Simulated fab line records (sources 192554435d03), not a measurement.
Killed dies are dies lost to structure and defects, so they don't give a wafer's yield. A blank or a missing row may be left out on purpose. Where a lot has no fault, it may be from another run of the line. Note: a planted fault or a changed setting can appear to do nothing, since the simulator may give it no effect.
Which tool did it?	flow n5_finfet	route of 1938 steps, sampled at 1 step: 12 lots, 35 wafers

## WHAT EACH GAUGE READ, for each wafer
N5_BEOL_M15_RS_MEAS_54: a four-point-probe measurement. Usual: M15_RS typically reads 0.0214 ohm/sq, with standard deviation 0.00046.
lot	measured	on	M15_RS (ohm/sq)	flag
L280	day 11 14:44	film_metro-01	0.0213 0.0216 0.0213	
L283	day 12 18:38	film_metro-01	0.0215 0.0213 0.0212	
L282	day 12 21:56	film_metro-02	0.0214 0.0210	
L284	day 13 00:01	film_metro-02	0.0215 0.0217 0.0216	
L286	day 13 14:20	film_metro-02	0.0216 0.0216 0.0220	
L289	day 13 20:11	film_metro-02	0.0215 0.0215 0.0214	
L288	day 14 21:16	film_metro-01	0.0217 0.0211 0.0211	
L290	day 15 19:35	film_metro-01	0.0216 0.0210 0.0216	
L294	day 15 19:38	film_metro-01	0.0217 0.0213 0.0207	
L293	day 16 04:46	film_metro-02	0.0220 0.0217 0.0218	
L301	day 17 18:38	film_metro-02	0.0217 0.0214 0.0210	
L302	day 18 02:53	film_metro-01	0.0212 0.0218 0.0209	

## WHICH TOOL RAN EACH LOT (tool, then ch and the chambers of the sampled wafers, then the start)
Before these readings, the record contains no process step.

## AS READ BY THE TOOLS THEMSELVES (means over the sampled wafers that have a number; for cases with no such wafer, the mark the record gives instead)
The record holds no such reading with a usual standard deviation.

## THE ANSWER, worked out from the rows above alone
Rule: a lot counts as off when the mean over its wafers that have a number is more than 3 standard deviations away from the usual mean. A lot without any number at a reading at which 4 lots or more have one is off too. The other lots that the step has rows for count as sound. After the gauges, taken in route order, come the tools' own readings; for these a lot's mean is taken, as printed above. At the first step where some lot is off, the reading lying furthest off is the one used; lots without a number count as furthest.
No lot is off on any of the readings shown, so nothing can be concluded from this.

## WHAT WAS PUT IN BY THE SIMULATOR
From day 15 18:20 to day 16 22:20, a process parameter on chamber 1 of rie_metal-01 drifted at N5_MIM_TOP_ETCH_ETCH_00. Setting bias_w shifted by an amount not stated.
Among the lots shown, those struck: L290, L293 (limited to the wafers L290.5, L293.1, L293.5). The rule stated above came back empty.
